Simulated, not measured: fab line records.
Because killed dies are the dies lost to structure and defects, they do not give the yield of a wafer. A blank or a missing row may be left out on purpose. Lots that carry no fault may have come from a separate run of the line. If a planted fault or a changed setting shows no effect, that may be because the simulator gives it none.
Which of the tools did it? | flow n5_finfet | Sampling: 9 lots, 27 wafers, 3 of 1938 route steps

## WHAT THE GAUGES READ, wafer by wafer
N5_SD_EPI_P_CD_MEAS_09 targets a cd of 240 nm.
lot  | measured    | on        | cd_nm (nm)
L586 | day 3 15:26 | cd_sem-01 | 241.5 241.2 240.4
L587 | day 3 20:09 | cd_sem-01 | 240.6 239.6 238.6
L590 | day 4 13:22 | cd_sem-03 | 240.1 239.8 239.5
L594 | day 5 17:41 | cd_sem-03 | 240.3 238.8 239.6
L597 | day 6 06:58 | cd_sem-01 | 241.1 240.7 240.5
L602 | day 7 11:41 | cd_sem-03 | 222.7 222.2 220.9
L603 | day 7 18:38 | cd_sem-01 | 222.7 222.0 222.3
L606 | day 8 11:32 | cd_sem-01 | 239.6 238.6 239.3
L608 | day 8 23:26 | cd_sem-01 | 240.6 240.5 240.6

## TOOL THAT RAN EACH LOT (tool first, then ch and the chambers of the sampled wafers, then the start)
lot  | N5_SD_EPI_N_ETCH_34               | N5_SD_EPI_P_PEB_07
L586 | rie_diel-06 ch 1,3, day 3 10:22   | litho_track-02 ch 0, day 3 15:22
L587 | rie_diel-02 ch 0,2,3, day 3 15:04 | litho_track-05 ch 0, day 3 20:05
L590 | rie_diel-03 ch 0,1,3, day 4 08:27 | litho_track-02 ch 0, day 4 13:19
L594 | rie_diel-03 ch 1,3, day 5 13:28   | litho_track-02 ch 0, day 5 17:37
L597 | rie_diel-06 ch 0,2,3, day 6 02:35 | litho_track-02 ch 0, day 6 06:53
L602 | rie_diel-02 ch 0,1,2, day 7 07:28 | litho_track-02 ch 0, day 7 11:38
L603 | rie_diel-02 ch 2,3, day 7 14:19   | litho_track-02 ch 0, day 7 18:35
L606 | rie_diel-02 ch 0,1,2, day 8 06:31 | litho_track-01 ch 0, day 8 11:28
L608 | rie_diel-06 ch 0,3, day 8 18:39   | litho_track-01 ch 0, day 8 23:22
- N5_SD_EPI_N_ETCH_34: etches SiARC in CF4, target depth 45.5 nm, time 75.8 s.
- N5_SD_EPI_P_PEB_07: peb time 60 s.

## THE ANSWER, worked out from the rows above alone
Rule: the lots themselves supply what counts as usual. Put in order of their means at a reading, lots are off if they are a third of the lots or fewer, leave a main group of 4 or more, and stand apart from it by a gap of 3 or more times the standard deviation of the main group's means; of several such gaps the widest counts. Not used: any main group whose means are identical at the precision the tables above print for the reading. Also off: a lot with no number at a reading for which 4 or more lots have one. The other lots that the step has rows for count as sound.
Off, at N5_SD_EPI_P_CD_MEAS_09 on cd_nm: L602, L603. Mean 240.1 nm and standard deviation 0.66 in the main group.
A tool fits if, at a process step before that reading, it ran every lot that is off, and no sound lot after the first of them. Gauges at N5_SD_EPI_P_CD_MEAS_09: tried the same way as those tools. One fits: litho_track-02 at N5_SD_EPI_P_PEB_07. A fault onset in the window from L597 (day 6 06:53, its last sound lot) to L602 (day 7 11:38, its first lot off) fits.

## WHAT THE SIMULATOR HAD PUT IN
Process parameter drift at N5_SD_EPI_P_PEB_07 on litho_track-02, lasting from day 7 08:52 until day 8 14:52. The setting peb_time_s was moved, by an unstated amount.
Lots struck among those shown: L602, L603. This agrees with what the rule above found.
